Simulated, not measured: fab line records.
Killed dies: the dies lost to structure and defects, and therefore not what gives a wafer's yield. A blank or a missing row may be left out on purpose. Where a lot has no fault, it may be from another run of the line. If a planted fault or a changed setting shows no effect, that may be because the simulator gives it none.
fab line records | flow nand_harc
[record] lots = 6 | wafers = 18 | last_day = 33
route steps=1302 shown A_ONON_D1@426 END@1302
lots with no fault: from the same line, run without faults
start_h: start of the lot's first displayed wafer, in hours after the record's first day | wait_h: hours from the lot's prior step to this one | " the same as in the row above | L1.1+2: a single row standing in for several wafers | - no value, or no start given | * or withheld: withheld | < > ~ a bound
route shown NAME@n: NAME is a module with steps in the file, n the number in the route of the first one | usual: mean/standard deviation taken from wafers without a fault | same: alike in all rows | chamber/n: place in a boat | sites: per-site readings | _std_site: standard deviation across them | _edge_site: inner sites' mean taken away from outer sites' mean | radius_mm: for every site, how far away it sits from the centre of the wafer | mask NAME#n: copy n | behind: the tool/chamber that last shaped the wafer | hold: why the lot went on hold/how many hours it stayed there/how the hold came to an end | device: whichever transistor did not switch (one of n, p or np) | end of line: the tests these same wafers got at the end of their route | for a step that has no rows: nothing shown but its recipe | killed: the dies lost at the first sort to structure and to defects; this is not the yield of the wafer | map: dies across one wafer; x = killed, . = not, _ = none there
set.NAME: the run value of the setting; set.NAME@STEP: its run value at that earlier step | model.NAME: the simulator's own value behind a step, which no gauge read
lots seen at some steps along the route; tables by step, rows by wafer
services: when a tool's chamber went out of use (start_h, in hours from the record's first day, below 0 if earlier), for how many hours, and the reason
[[steps]]
[step NHARC_A_ONON_D1_DEP_03]
[recipe] target_thk_a = 10000 | n2_flow_sccm = 2750 | n2o_flow_sccm = 2000 | nh3_flow_sccm = 500 | sih4_flow_sccm = 210 | temp_c = 400
[step NHARC_A_ONON_D1_THK_MEAS_05]
[recipe] thk_meas_gauge = ellipsometry
[usual] thk_nm = 999/7.2
lot.wafer | tool          | chamber | start_h | wait_h | thk_nm
L360.1    | film_metro-01 | -       | 210.14  | -      | 997
L360.3    | "             | -       | "       | "      | 998
L360.5    | "             | -       | "       | "      | 997
L366.1    | film_metro-01 | -       | 270.99  | -      | 1011
L366.3    | "             | -       | "       | "      | 1011
L366.6    | "             | -       | "       | "      | 1009
L367.2    | film_metro-01 | -       | 278.95  | -      | 1006
L367.3    | "             | -       | "       | "      | 1005
L367.4    | "             | -       | "       | "      | 1006
L370.1    | film_metro-01 | -       | 307.94  | -      | 1002
L370.4    | "             | -       | "       | "      | 1001
L370.5    | "             | -       | "       | "      | 1001
L376.2    | film_metro-02 | -       | 366.66  | -      | 997
L376.5    | "             | -       | "       | "      | 996
L376.6    | "             | -       | "       | "      | 996
L378.1    | film_metro-01 | -       | 391.80  | -      | 987
L378.3    | "             | -       | "       | "      | 987
L378.6    | "             | -       | "       | "      | 986
[step NHARC_A_ONON_D1_DEP_06]
[recipe] target_thk_a = 10000 | n2_flow_sccm = 2750 | n2o_flow_sccm = 2000 | nh3_flow_sccm = 500 | sih4_flow_sccm = 210 | temp_c = 400
[step NHARC_A_ONON_D1_THK_MEAS_08]
[recipe] thk_meas_gauge = ellipsometry
[usual] thk_nm = 1000/8.7
lot.wafer | tool          | chamber | start_h | wait_h | thk_nm
L360.1    | film_metro-02 | -       | 210.71  | -      | 1002
L360.3    | "             | -       | "       | "      | 1001
L360.5    | "             | -       | "       | "      | 1001
L366.1    | film_metro-02 | -       | 271.56  | -      | 1013
L366.3    | "             | -       | "       | "      | 1012
L366.6    | "             | -       | "       | "      | 1015
L367.2    | film_metro-01 | -       | 279.52  | -      | 988
L367.3    | "             | -       | "       | "      | 989
L367.4    | "             | -       | "       | "      | 990
L370.1    | film_metro-02 | -       | 308.51  | -      | 985
L370.4    | "             | -       | "       | "      | 985
L370.5    | "             | -       | "       | "      | 985
L376.2    | film_metro-02 | -       | 367.22  | -      | 998
L376.5    | "             | -       | "       | "      | 999
L376.6    | "             | -       | "       | "      | 998
L378.1    | film_metro-01 | -       | 392.37  | -      | 993
L378.3    | "             | -       | "       | "      | 992
L378.6    | "             | -       | "       | "      | 994
[step NHARC_A_ONON_D1_DEP_09]
[recipe] target_thk_a = 10000 | n2_flow_sccm = 2750 | n2o_flow_sccm = 2000 | nh3_flow_sccm = 500 | sih4_flow_sccm = 210 | temp_c = 400
[step NHARC_A_ONON_D1_THK_MEAS_11]
[recipe] thk_meas_gauge = ellipsometry
[usual] thk_nm = 1001/9
lot.wafer | tool          | chamber | start_h | wait_h | thk_nm
L360.1    | film_metro-01 | -       | 211.28  | -      | 997
L360.3    | "             | -       | "       | "      | 996
L360.5    | "             | -       | "       | "      | 996
L366.1    | film_metro-02 | -       | 272.12  | -      | 1006
L366.3    | "             | -       | "       | "      | 1006
L366.6    | "             | -       | "       | "      | 1005
L367.2    | film_metro-01 | -       | 280.08  | -      | 1001
L367.3    | "             | -       | "       | "      | 1001
L367.4    | "             | -       | "       | "      | 1000
L370.1    | film_metro-02 | -       | 309.10  | -      | 1003
L370.4    | "             | -       | "       | "      | 1002
L370.5    | "             | -       | "       | "      | 1001
L376.2    | film_metro-02 | -       | 367.79  | -      | 1010
L376.5    | "             | -       | "       | "      | 1007
L376.6    | "             | -       | "       | "      | 1008
L378.1    | film_metro-01 | -       | 392.94  | -      | 999
L378.3    | "             | -       | "       | "      | 1000
L378.6    | "             | -       | "       | "      | 998
[step NHARC_A_ONON_D1_DEP_12]
[recipe] target_thk_a = 10000 | n2_flow_sccm = 2750 | n2o_flow_sccm = 2000 | nh3_flow_sccm = 500 | sih4_flow_sccm = 210 | temp_c = 400
[step NHARC_A_ONON_D1_THK_MEAS_14]
[recipe] thk_meas_gauge = ellipsometry
[usual] thk_nm = 999/11
lot.wafer | tool          | chamber | start_h | wait_h | thk_nm
L360.1    | film_metro-02 | -       | 211.85  | -      | 1012
L360.3    | "             | -       | "       | "      | 1011
L360.5    | "             | -       | "       | "      | 1013
L366.1    | film_metro-02 | -       | 272.69  | -      | 991
L366.3    | "             | -       | "       | "      | 990
L366.6    | "             | -       | "       | "      | 989
L367.2    | film_metro-02 | -       | 280.65  | -      | 998
L367.3    | "             | -       | "       | "      | 999
L367.4    | "             | -       | "       | "      | 999
L370.1    | film_metro-01 | -       | 309.67  | -      | 1008
L370.4    | "             | -       | "       | "      | 1008
L370.5    | "             | -       | "       | "      | 1010
L376.2    | film_metro-02 | -       | 368.36  | -      | 997
L376.5    | "             | -       | "       | "      | 994
L376.6    | "             | -       | "       | "      | 996
L378.1    | film_metro-01 | -       | 393.51  | -      | 993
L378.3    | "             | -       | "       | "      | 991
L378.6    | "             | -       | "       | "      | 992
[step NHARC_A_ONON_D1_ANNEAL_15]
[recipe] temp_c = 750 | time_s = 3600
[step NHARC_A_ONON_D1_DEP_16]
[recipe] target_thk_a = 10000 | n2_flow_sccm = 2750 | n2o_flow_sccm = 2000 | nh3_flow_sccm = 500 | sih4_flow_sccm = 210 | temp_c = 400
[step NHARC_A_ONON_D1_THK_MEAS_18]
[recipe] thk_meas_gauge = ellipsometry
[usual] thk_nm = 999/8.9
lot.wafer | tool          | chamber | start_h | wait_h | thk_nm
L360.1    | film_metro-02 | -       | 219.65  | -      | 997
L360.3    | "             | -       | "       | "      | 997
L360.5    | "             | -       | "       | "      | 995
L366.1    | film_metro-01 | -       | 282.75  | -      | 996
L366.3    | "             | -       | "       | "      | 994
L366.6    | "             | -       | "       | "      | 995
L367.2    | film_metro-01 | -       | 289.05  | -      | 1007
L367.3    | "             | -       | "       | "      | 1006
L367.4    | "             | -       | "       | "      | 1008
L370.1    | film_metro-01 | -       | 317.47  | -      | 1008
L370.4    | "             | -       | "       | "      | 1009
L370.5    | "             | -       | "       | "      | 1008
L376.2    | film_metro-01 | -       | 376.19  | -      | 991
L376.5    | "             | -       | "       | "      | 991
L376.6    | "             | -       | "       | "      | 989
L378.1    | film_metro-02 | -       | 401.29  | -      | 997
L378.3    | "             | -       | "       | "      | 996
L378.6    | "             | -       | "       | "      | 996
[step NHARC_A_ONON_D1_DEP_19]
[recipe] target_thk_a = 10000 | n2_flow_sccm = 2750 | n2o_flow_sccm = 2000 | nh3_flow_sccm = 500 | sih4_flow_sccm = 210 | temp_c = 400
lot.wafer  | tool          | chamber | start_h | wait_h
L360.1+3+5 | pecvd_onon-02 | 0       | 219.71  | 0.1
L366.1+3+6 | pecvd_onon-03 | 0       | 282.80  | 0.1
L367.2+3+4 | pecvd_onon-02 | 0       | 289.17  | 0.1
L370.1+4+5 | pecvd_onon-02 | 0       | 317.53  | 0.1
L376.2+5+6 | pecvd_onon-04 | 0       | 376.31  | 0.1
L378.1+3+6 | pecvd_onon-02 | 0       | 401.35  | 0.1
[step NHARC_A_ONON_D1_THK_MEAS_21]
[recipe] thk_meas_gauge = ellipsometry
[usual] thk_nm = 997/6.1
lot.wafer | tool          | chamber | start_h | wait_h | thk_nm
L360.1    | film_metro-02 | -       | 220.22  | -      | 1007
L360.3    | "             | -       | "       | "      | 1007
L360.5    | "             | -       | "       | "      | 1006
L366.1    | film_metro-01 | -       | 283.31  | -      | 985
L366.3    | "             | -       | "       | "      | 983
L366.6    | "             | -       | "       | "      | 984
L367.2    | film_metro-02 | -       | 289.62  | -      | 1437
L367.3    | "             | -       | "       | "      | 1437
L367.4    | "             | -       | "       | "      | 1437
L370.1    | film_metro-02 | -       | 318.06  | -      | 1423
L370.4    | "             | -       | "       | "      | 1423
L370.5    | "             | -       | "       | "      | 1424
L376.2    | film_metro-01 | -       | 376.76  | -      | 994
L376.5    | "             | -       | "       | "      | 995
L376.6    | "             | -       | "       | "      | 996
L378.1    | film_metro-01 | -       | 401.86  | -      | 992
L378.3    | "             | -       | "       | "      | 992
L378.6    | "             | -       | "       | "      | 992
[step NHARC_A_ONON_D1_DEP_22]
[recipe] target_thk_a = 10000 | n2_flow_sccm = 2750 | n2o_flow_sccm = 2000 | nh3_flow_sccm = 500 | sih4_flow_sccm = 210 | temp_c = 400
[step NHARC_END_SORT_01]
[recipe] temp_c = 25
[usual] killed_at_array = 55/20 | killed_at_other = 1.2/1.3 | killed_at_periphery = 4.0/3 | killed_dies = 60/21 | killed_open = 3.2/1.9 | killed_short = 2.5/1.6
[same] gross_dies = 677
lot.wafer | tool      | chamber | start_h | wait_h | killed_at_array | killed_at_other | killed_at_periphery | killed_dies | killed_open | killed_short
L360.5    | prober-02 | 0       | 609.11  | 3.7    | 46              | 0               | 3                   | 49          | 6           | 0
L367.2    | prober-01 | 0       | 685.51  | 2.8    | 675             | 0               | 2                   | 677         | 5           | 4
L367.3    | prober-01 | 0       | 686.31  | 3.1    | 675             | 0               | 2                   | 677         | 3           | 3
L367.4    | prober-01 | 0       | 687.10  | 3.4    | 668             | 0               | 9                   | 677         | 1           | 1
// killed by level:class
L360.5 A_CHANNEL_HOLE_D1:chamber_film_flake=31 A_SLIT:chamber_film_flake=3 P_M0:geometric_particle:open=2 A_DECK1_JOINT:geometric_particle:open=2 A_CHANNEL_FILL_D1:chamber_film_flake=2 A_CHANNEL_HOLE_D2:chamber_film_flake=2 A_CONTACT:chamber_film_flake=2 A_M1:chamber_film_flake=2
L367.2 A_ONON_D1:area_dep=608 A_CHANNEL_HOLE_D2:chamber_film_flake=22 A_SLIT:chamber_film_flake=19 A_CONTACT:chamber_film_flake=8 A_CHANNEL_HOLE_D1:chamber_film_flake=5 A_STAIRCASE:chamber_film_flake=3 A_CHANNEL_HOLE_D1:geometric_particle:short=1 A_CHANNEL_FILL_D1:geometric_particle:open=1
L367.3 A_ONON_D1:area_dep=619 A_SLIT:chamber_film_flake=26 A_CHANNEL_HOLE_D2:chamber_film_flake=11 A_CHANNEL_HOLE_D1:chamber_film_flake=4 A_CONTACT:chamber_film_flake=4 A_STAIRCASE:chamber_film_flake=3 P_M1:geometric_particle:open=1 A_ONON_D2:geometric_particle:short=1
L367.4 A_ONON_D1:area_dep=626 A_SLIT:chamber_film_flake=15 A_CHANNEL_HOLE_D2:chamber_film_flake=8 A_CONTACT:chamber_film_flake=7 A_CHANNEL_HOLE_D1:chamber_film_flake=5 P_BONDPAD:chamber_film_flake=4 P_ZERO_WELL:chamber_film_flake=2 P_GATE:chamber_film_flake=2
// map L367.2 (x killed, . not)
____________x____________
_________xxxxxxx_________
_______xxxxxxxxxxx_______
______xxxxxxxxxxxxx______
_____xxxxxxxxxxxxxxx_____
____xxxxxxxxxxxxxxxxx____
____xxxxxxxxxxxxxxxxx____
___xxxxxxxxxxxxxxxxxxx___
___xxxxxxxxxxxxxxxxxxx___
__xxxxxxxxxxxxxxxxxxxxx__
__xxxxxxxxxxxxxxxxxxxxx__
_xxxxxxxxxxxxxxxxxxxxxxx_
_xxxxxxxxxxxxxxxxxxxxxxx_
_xxxxxxxxxxxxxxxxxxxxxxx_
_xxxxxxxxxxxxxxxxxxxxxxx_
_xxxxxxxxxxxxxxxxxxxxxxx_
xxxxxxxxxxxxxxxxxxxxxxxxx
xxxxxxxxxxxxxxxxxxxxxxxxx
xxxxxxxxxxxxxxxxxxxxxxxxx
xxxxxxxxxxxxxxxxxxxxxxxxx
xxxxxxxxxxxxxxxxxxxxxxxxx
_xxxxxxxxxxxxxxxxxxxxxxx_
_xxxxxxxxxxxxxxxxxxxxxxx_
_xxxxxxxxxxxxxxxxxxxxxxx_
_xxxxxxxxxxxxxxxxxxxxxxx_
_xxxxxxxxxxxxxxxxxxxxxxx_
__xxxxxxxxxxxxxxxxxxxxx__
__xxxxxxxxxxxxxxxxxxxxx__
___xxxxxxxxxxxxxxxxxxx___
___xxxxxxxxxxxxxxxxxxx___
____xxxxxxxxxxxxxxxxx____
____xxxxxxxxxxxxxxxxx____
_____xxxxxxxxxxxxxxx_____
______xxxxxxxxxxxxx______
_______xxxxxxxxxxx_______
_________xxxxxxx_________
____________x____________
// map L360.3 (x killed, . not)
____________.____________
_________......._________
_______..........._______
______.............______
_____...........x..._____
____.................____
____.................____
___.........x.........___
___........xxx.x......___
__............xx.......__
__............x.x......__
_.........xxx..x..x....._
_x.x....xx...x.x........_
_......xxxxxxx.........._
_.......xxxxx..........._
_.....x.xxx..x...x.....x_
.x.......x.x.............
x.........xxxx...........
...x.....x.x.............
.........................
...........x.............
_...x..................._
_......................._
_......................._
_......................._
_......................._
__.....................__
__.....x...............__
___...................___
___.....x.............___
____...........x.....____
____.................____
_____..............._____
______.............______
_______..........._______
_________......._________
____________.____________
[[services]]
tool          | chamber | start_h | hours | kind
pecvd_onon-03 | -       | 237.41  | 13.0  | pm
pecvd_onon-04 | -       | 311.17  | 13.0  | pm
pecvd_onon-02 | -       | 366.32  | 13.0  | pm
[[key]]
[first_sign] step = NHARC_A_ONON_D1_THK_MEAS_21 | reading = thk_nm | direction = up | sigmas = 71 | usual = 997 | struck = 1430
[effect] step = NHARC_END_SORT_01 | reading = killed_at_array | direction = up | sigmas = 30 | usual = 55 | struck = 673
[more_kills_born_at] NHARC_A_ONON_D1_DEP_19@pecvd_onon-02 = 1853
met_at NHARC_A_ONON_D1_DEP_19
struck_wafers L367.2,L367.3,L367.4,L370.1,L370.4,L370.5
rows_end L370.1,L370.4,L370.5
later_rows_left_out L367.2,L367.3,L367.4
tester_left_out L367
onset_between 219.71 289.17
[fault] kind = process_parameter_drift | tool = pecvd_onon-02 | chamber = - | onset_h = 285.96 | steps = NHARC_A_ONON_D1_DEP_19 | channel = target_thk_a | offset = * | shape = step | end_h = 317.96 | acts_in = * | stated = *
// tester_left_out: of these lots the tester's yield and bins aren't shown, on N5 and GAA mostly nor the transistor test; their killed dies are dies lost to structure and defects alone, not to doping, threshold or leakage, so they don't give the yield
// later_rows_left_out: the simulator's readings of these wafers behind a module that went badly wrong aren't trusted and aren't shown, but for the sort
// rows_end: these wafers met a further fault down the route, and their rows from its step on are left out
